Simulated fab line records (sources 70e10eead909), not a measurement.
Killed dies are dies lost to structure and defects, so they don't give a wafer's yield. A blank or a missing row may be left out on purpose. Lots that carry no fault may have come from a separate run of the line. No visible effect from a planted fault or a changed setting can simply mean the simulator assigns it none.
Matching of chambers ; flow nand harc ; 4 sister chambers for NHARC_P_GATE_ETCH_32 on rie si-01
The step etches the open film in HBr/Cl2, target depth 150 nm, time 100.1 s. 14 wafers are shown with their chamber, then 7 later ones without.

== WAFERS WITH THEIR CHAMBER ==
wafer;chamber;drypump motor current A (A);he backside leak sccm (sccm);throttle valve pct (%)
L330.1;0;5.6;2.54;26.416
L330.5;3;6.1;2.48;26.404
L330.6;2;6.2;2.93;26.399
L333.3;3;6.1;2.76;26.412
L333.4;0;5.6;2.53;26.420
L333.6;3;6.1;2.66;26.408
L341.1;2;6.2;2.83;26.424
L341.2;0;5.5;2.33;26.401
L341.6;3;6.1;2.62;26.400
L343.1;0;5.6;2.39;26.428
L343.4;3;6.1;2.66;26.408
L343.6;1;5.9;3.27;26.414
L349.3;3;6.1;2.58;26.406
L349.4;2;6.2;2.90;26.396

SIGNATURES (means of the wafers above)
reading;chamber 0;chamber 1;chamber 2;chamber 3;scatter within a chamber
drypump motor current A;5.575;5.900;6.200;6.100;0.0274
he backside leak sccm;2.4475;3.2700;2.8867;2.6267;0.0903
throttle valve pct;26.41625;26.41400;26.40633;26.40633;0.0097
Rule: a wafer's distance from a chamber is the root of the sum, over the readings, of the square of ((its reading less the chamber's mean) divided by the reading's scatter). If the next closest chamber is less than 2 further off than the closest, the wafer can't be placed; otherwise it belongs to the closest. How the scatter is found: for the shown wafers, subtract from each reading the mean of its chamber, square and add these, divide the total by (wafers less chambers), then take the root.

== WAFERS MISSING THEIR CHAMBER ==
wafer;drypump motor current A (A);he backside leak sccm (sccm);throttle valve pct (%)
L349.5;6.1;2.67;26.410
L350.1;5.6;2.51;26.393
L350.2;6.2;2.59;26.381
L350.5;6.2;2.99;26.401
L352.2;6.2;2.96;26.404
L352.3;5.9;2.98;26.394
L352.5;5.9;3.06;26.399

== EACH ONE'S CHAMBER ==
wafer;from the rows above;in truth
L349.5;3;3
L350.1;0;0
L350.2;can't be placed: 2 or 3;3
L350.5;2;2
L352.2;2;2
L352.3;1;1
L352.5;1;1
Placed correctly: 6 of 7. These rows do not allow placing 1 (true chamber among the candidates in 1). Wrongly placed: 0.
